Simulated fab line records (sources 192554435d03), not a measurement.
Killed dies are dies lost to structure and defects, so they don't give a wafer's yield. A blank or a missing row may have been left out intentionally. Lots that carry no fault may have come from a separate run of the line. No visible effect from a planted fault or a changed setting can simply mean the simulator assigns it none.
Matching of chambers + flow n5 finfet + N5_MOL_CONTACT_COAG_STRIP_98 on rie diel-04: 4 sister chambers
The step strips in N2/H2. 8 wafers are shown with their chamber, then 9 later ones without.

== EACH WAFER AND ITS CHAMBER ==
| wafer  | chamber | drypump motor current A (A) | throttle valve pct (%) |
|--------|---------|-----------------------------|------------------------|
| L084.5 | 3       | 6.0                         | 19.01                  |
| L090.6 | 0       | 5.3                         | 18.78                  |
| L091.2 | 1       | 5.1                         | 18.99                  |
| L091.3 | 0       | 5.3                         | 18.77                  |
| L091.4 | 2       | 6.1                         | 18.65                  |
| L093.2 | 1       | 5.1                         | 18.99                  |
| L093.3 | 2       | 6.2                         | 18.66                  |
| L093.4 | 3       | 6.0                         | 18.66                  |

== WAFERS WITH NO CHAMBER GIVEN ==
| wafer  | drypump motor current A (A) | throttle valve pct (%) |
|--------|-----------------------------|------------------------|
| L094.2 | 6.1                         | 18.67                  |
| L094.4 | 5.1                         | 19.02                  |
| L094.5 | 6.1                         | 18.65                  |
| L096.2 | 5.3                         | 18.78                  |
| L096.4 | 6.1                         | 18.66                  |
| L096.6 | 5.4                         | 18.82                  |
| L097.1 | 6.1                         | 18.69                  |
| L097.2 | 5.3                         | 18.82                  |
| L097.5 | 5.1                         | 19.03                  |

== WHICH CHAMBER EACH WENT THROUGH ==
| wafer  | from the rows above     | in truth |
|--------|-------------------------|----------|
| L094.2 | can't be placed: 2 or 3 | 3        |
| L094.4 | 1                       | 1        |
| L094.5 | can't be placed: 2 or 3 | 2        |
| L096.2 | 0                       | 0        |
| L096.4 | can't be placed: 2 or 3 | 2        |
| L096.6 | 0                       | 0        |
| L097.1 | can't be placed: 2 or 3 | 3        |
| L097.2 | 0                       | 0        |
| L097.5 | 1                       | 1        |
5 of 9 placed correctly. Unplaceable from these rows: 4, with the true chamber sitting among the candidates in 4. 0 placed wrongly.
How it was worked out, from the rows above alone: a wafer's distance from a chamber is the root of the sum, over the readings, of the square of ((its reading less the chamber's mean) divided by the reading's scatter). The wafer belongs to the nearest chamber; if the next one is less than 2 further off, it can't be placed. Each chamber's mean is taken over the wafers shown for it. The scatter is the square root of a quotient: the sum, over the shown wafers, of each reading's squared deviation from its chamber's mean, divided by wafers minus chambers.
